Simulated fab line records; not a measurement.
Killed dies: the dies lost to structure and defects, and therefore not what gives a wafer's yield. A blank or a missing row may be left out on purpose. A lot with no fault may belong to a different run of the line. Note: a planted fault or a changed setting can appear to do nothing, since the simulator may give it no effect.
Matching of chambers    flow n5Finfet    rieDiel-04 running N5_MOL_CONTACT_COAG_ETCHBACK_136: 4 sister chambers
The step etches SiO2 in CHF3, target depth 25 nm, time 16.7 s. 20 wafers are shown with their chamber, then 10 later ones without.

== EACH WAFER AND ITS CHAMBER ==
wafer   chamber  drypumpMotorCurrentA (A)  showerheadPlenumPTorr (Torr)  rfVppV (V)
L077.1  3        4.9                       2.54                          525
L077.4  2        5.7                       2.49                          510
L077.6  3        4.9                       2.54                          526
L079.1  1        5.4                       2.34                          515
L079.2  3        5.0                       2.54                          526
L079.6  1        5.4                       2.34                          517
L081.2  3        5.0                       2.54                          526
L081.4  1        5.4                       2.34                          517
L081.5  3        5.0                       2.54                          526
L082.4  3        5.0                       2.54                          526
L082.5  0        5.9                       2.37                          523
L082.6  2        5.7                       2.48                          509
L084.3  3        5.0                       2.53                          524
L084.5  1        5.4                       2.34                          516
L084.6  0        5.9                       2.37                          525
L085.1  2        5.7                       2.48                          509
L085.3  0        5.9                       2.37                          523
L085.5  1        5.4                       2.33                          516
L087.1  1        5.4                       2.33                          516
L087.3  2        5.7                       2.48                          510

SIGNATURES (means of the wafers above)
reading                chamber 0  chamber 1  chamber 2  chamber 3  scatter within a chamber
drypumpMotorCurrentA   5.900      5.400      5.700      4.971      0.0299
showerheadPlenumPTorr  2.3700     2.3367     2.4825     2.5386     0.00429
rfVppV                 523.67     516.17     509.50     525.57     0.799
Rule: distance of a wafer from a chamber = root of the sum over the readings of ((wafer's reading minus chamber's mean) / reading's scatter) squared. The wafer belongs to the nearest chamber; if the next one is less than 2 further off, it can't be placed. How the scatter is found: for the shown wafers, subtract from each reading the mean of its chamber, square and add these, divide the total by (wafers less chambers), then take the root.

== WAFERS MISSING THEIR CHAMBER ==
wafer   drypumpMotorCurrentA (A)  showerheadPlenumPTorr (Torr)  rfVppV (V)
L087.4  5.9                       2.37                          524
L091.2  5.4                       2.33                          516
L091.3  5.0                       2.53                          525
L091.6  5.0                       2.53                          524
L093.1  5.9                       2.36                          524
L093.2  5.4                       2.33                          516
L093.4  5.7                       2.47                          509
L095.2  5.0                       2.53                          524
L095.3  5.4                       2.33                          517
L095.4  5.9                       2.36                          524

== WHICH CHAMBER EACH WENT THROUGH ==
wafer   from the rows above  in truth
L087.4  0                    0
L091.2  1                    1
L091.3  3                    3
L091.6  3                    3
L093.1  0                    0
L093.2  1                    1
L093.4  2                    2
L095.2  3                    3
L095.3  1                    1
L095.4  0                    0
Placed correctly: 10 of 10. Not placeable from these rows: 0. Wrongly placed: 0.
